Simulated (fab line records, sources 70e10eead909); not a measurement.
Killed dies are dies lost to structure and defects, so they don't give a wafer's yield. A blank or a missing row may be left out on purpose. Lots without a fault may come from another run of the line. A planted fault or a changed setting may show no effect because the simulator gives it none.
Chamber matching | flow nand_harc | NHARC_A_CONTACT_DEP_24 on pecvd-04: 3 sister chambers
The step deposits SiO2, target thk 500 nm. 3 wafers are shown with their chamber, then 9 later ones without.

WAFERS WITH THEIR CHAMBER
wafer  | chamber | throttle_valve_pct (%)
L086.3 | 0       | 16.2
L086.4 | 1       | 15.8
L086.6 | 2       | 17.4

WAFERS WITHOUT THEIR CHAMBER
wafer  | throttle_valve_pct (%)
L094.2 | 16.0
L094.4 | 17.2
L094.6 | 15.9
L097.2 | 15.9
L097.4 | 17.2
L097.6 | 16.1
L096.1 | 16.2
L096.2 | 17.8
L096.3 | 16.2

WHICH CHAMBER EACH WENT THROUGH
wafer  | from the rows above     | in truth
L094.2 | can't be placed: 0 or 1 | 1
L094.4 | 2                       | 2
L094.6 | can't be placed: 1 or 0 | 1
L097.2 | can't be placed: 1 or 0 | 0
L097.4 | 2                       | 2
L097.6 | can't be placed: 0 or 1 | 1
L096.1 | 0                       | 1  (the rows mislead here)
L096.2 | 2                       | 2
L096.3 | 0                       | 0
Placed correctly: 4 of 9. Can't be placed from these rows: 4 (the true chamber is among the candidates in 4). Placed wrongly: 1.
How it was worked out, from the rows above alone: a wafer's distance from a chamber is the root of the sum, over the readings, of the square of ((its reading less the chamber's mean) divided by the reading's scatter). The wafer belongs to the nearest chamber; if the next one is less than 2 further off, it can't be placed. A chamber's mean is the mean of its shown wafers. The scatter: with one shown wafer a chamber, the root of the mean of the squares of how far each hidden wafer lies from its nearest shown one.
